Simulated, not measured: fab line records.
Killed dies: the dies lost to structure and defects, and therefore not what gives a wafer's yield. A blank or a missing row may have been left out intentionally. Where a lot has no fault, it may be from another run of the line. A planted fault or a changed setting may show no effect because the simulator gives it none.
The tool behind it: which one?	flow n5Finfet	11 lots, 33 wafers sampled, at 4 steps of a route of 1938

## WHAT EACH GAUGE READ, for each wafer
N5_BEOL_M7_RS_MEAS_57: measurement is done with a four-point probe.
lot	measured	on	M7_RS (ohm/sq)
L545	day 12 02:31	filmMetro-02	0.297 0.289 0.307
L547	day 12 04:01	filmMetro-02	0.282 0.280 0.284
L554	day 13 02:25	filmMetro-01	0.272 0.280 0.275
L552	day 13 21:05	filmMetro-01	0.298 0.291 0.288
L555	day 14 01:10	filmMetro-02	0.280 0.290 0.279
L553	day 14 05:47	filmMetro-02	0.298 0.284 0.287
L557	day 15 14:31	filmMetro-02	0.290 0.275 0.292
L562	day 16 15:56	filmMetro-02	0.278 0.279 0.293
L566	day 17 11:02	filmMetro-01	0.286 0.289 0.289
L568	day 17 12:10	filmMetro-01	0.294 0.293 0.299
L567	day 17 16:02	filmMetro-02	0.286 0.277 0.286

## WHAT TOOL EACH LOT RAN ON (gives the tool, then ch and the chambers of the sampled wafers, and finally the start)
lot	N5_BEOL_M7_ETCH_41	N5_BEOL_M7_CURE_75	N5_BEOL_M7_SPUTTER_48
L545	rieDiel-06 ch 0,1,2, day 11 23:34 or earlier	uvCure-03 ch 2, day 11 23:34	pvdSputter-03, day 12 01:22
L547	rieDiel-02 ch 0,2,3, day 12 00:36 or earlier	uvCure-02 ch 2, day 12 00:36	pvdSputter-01, day 12 03:05
L554	rieDiel-02 ch 0,3, day 12 22:49 or earlier	uvCure-02 ch 1, day 12 22:49	pvdSputter-02, day 13 00:50
L552	rieDiel-05 ch 0,2,3, day 13 18:34 or earlier	uvCure-03 ch 1, day 13 18:34	pvdSputter-02, day 13 20:08
L555	rieDiel-02 ch 0,2,3, day 13 21:28 or earlier	uvCure-01 ch 2, day 13 21:28	pvdSputter-02, day 14 00:13
L553	rieDiel-06 ch 0,3, day 14 03:29 or earlier	uvCure-02 ch 2, day 14 03:29	pvdSputter-03, day 14 04:51
L557	rieDiel-06 ch 0,2, day 15 10:44 or earlier	uvCure-03 ch 2, day 15 10:44	pvdSputter-02, day 15 13:27
L562	rieDiel-06 ch 0,1,3, day 16 11:05 or earlier	uvCure-01 ch 2, day 16 11:05	pvdSputter-02, day 16 15:01
L566	rieDiel-02 ch 2,3, day 17 07:38 or earlier	uvCure-01 ch 2, day 17 07:38	pvdSputter-03, day 17 09:49
L568	rieDiel-05 ch 2,3, day 17 09:16 or earlier	uvCure-02 ch 1, day 17 09:16	pvdSputter-03, day 17 10:57
L567	rieDiel-02 ch 0,3, day 17 12:52 or earlier	uvCure-01 ch 0, day 17 12:52	pvdSputter-03, day 17 15:07
- N5_BEOL_M7_ETCH_41: etches SiCN in CH3F/O2, target depth 31.9 nm, time 57.8 s.
- N5_BEOL_M7_CURE_75: cures SiCOH lowk, time 120 s.
- N5_BEOL_M7_SPUTTER_48: material Cu, target thk 10 nm, time 1.667 s.

## THE ANSWER, worked out from the rows above alone
Rule: the lots themselves supply what counts as usual. Put in order of their means at a reading, lots are off if they are a third of the lots or fewer, leave a main group of 4 or more, and stand apart from it by a gap of 3 or more times the standard deviation of the main group's means; of several such gaps the widest counts. Not used: any main group whose means are identical at the precision the tables above print for the reading. A lot without any number at a reading at which 4 lots or more have one is off too. The other lots that the step has rows for count as sound.
No lot is off at any reading shown: from this, nothing can be told.

## WHAT HAD BEEN PUT IN BY THE SIMULATOR
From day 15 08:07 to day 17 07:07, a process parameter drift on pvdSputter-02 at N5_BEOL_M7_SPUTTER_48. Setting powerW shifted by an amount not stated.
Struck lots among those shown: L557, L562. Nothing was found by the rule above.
